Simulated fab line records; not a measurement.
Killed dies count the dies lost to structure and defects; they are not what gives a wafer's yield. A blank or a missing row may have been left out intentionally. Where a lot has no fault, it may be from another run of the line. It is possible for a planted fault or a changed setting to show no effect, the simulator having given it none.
Chamber matching	flow nand harc	4 sister chambers for NHARC_A_CHANNEL_HOLE_D1_ETCH_38 on rie diel-13
The step etches the open film in CF4, target depth 39 nm, time 65 s. 8 wafers are shown with their chamber, then 12 later ones without.

## WAFERS WITH THEIR CHAMBER
wafer	chamber	showerhead plenum p Torr (Torr)	drypump motor current A (A)
L081.2	3	1.83	5.4
L084.6	2	1.74	6.2
L086.3	3	1.83	5.4
L088.3	1	1.75	6.5
L088.5	0	1.74	5.5
L091.1	2	1.74	6.2
L091.2	0	1.73	5.4
L091.6	1	1.75	6.5

## WAFERS WHOSE CHAMBER IS MISSING
wafer	showerhead plenum p Torr (Torr)	drypump motor current A (A)
L092.1	1.83	5.3
L092.4	1.73	5.5
L092.6	1.74	6.3
L094.1	1.74	6.2
L094.2	1.83	5.3
L094.6	1.75	6.5
L096.2	1.83	5.3
L096.3	1.75	6.5
L096.5	1.75	6.5
L097.3	1.75	6.5
L097.4	1.74	6.3
L097.6	1.73	5.4

## CHAMBER TAKEN BY EACH
wafer	from the rows above	in truth
L092.1	3	3
L092.4	0	0
L092.6	2	2
L094.1	2	2
L094.2	3	3
L094.6	1	1
L096.2	3	3
L096.3	1	1
L096.5	1	1
L097.3	1	1
L097.4	2	2
L097.6	0	0
12 of 12 placed correctly. From these rows, 0 cannot be placed. Number placed wrongly: 0.
How it was worked out, from the rows above alone: a wafer's distance from a chamber is the root of the sum, over the readings, of the square of ((its reading less the chamber's mean) divided by the reading's scatter). If the next closest chamber is less than 2 further off than the closest, the wafer can't be placed; otherwise it belongs to the closest. Each chamber's mean is taken over the wafers shown for it. The scatter: the root of (the sum of the squares of (reading less its chamber's mean) over the shown wafers, divided by (wafers less chambers)).
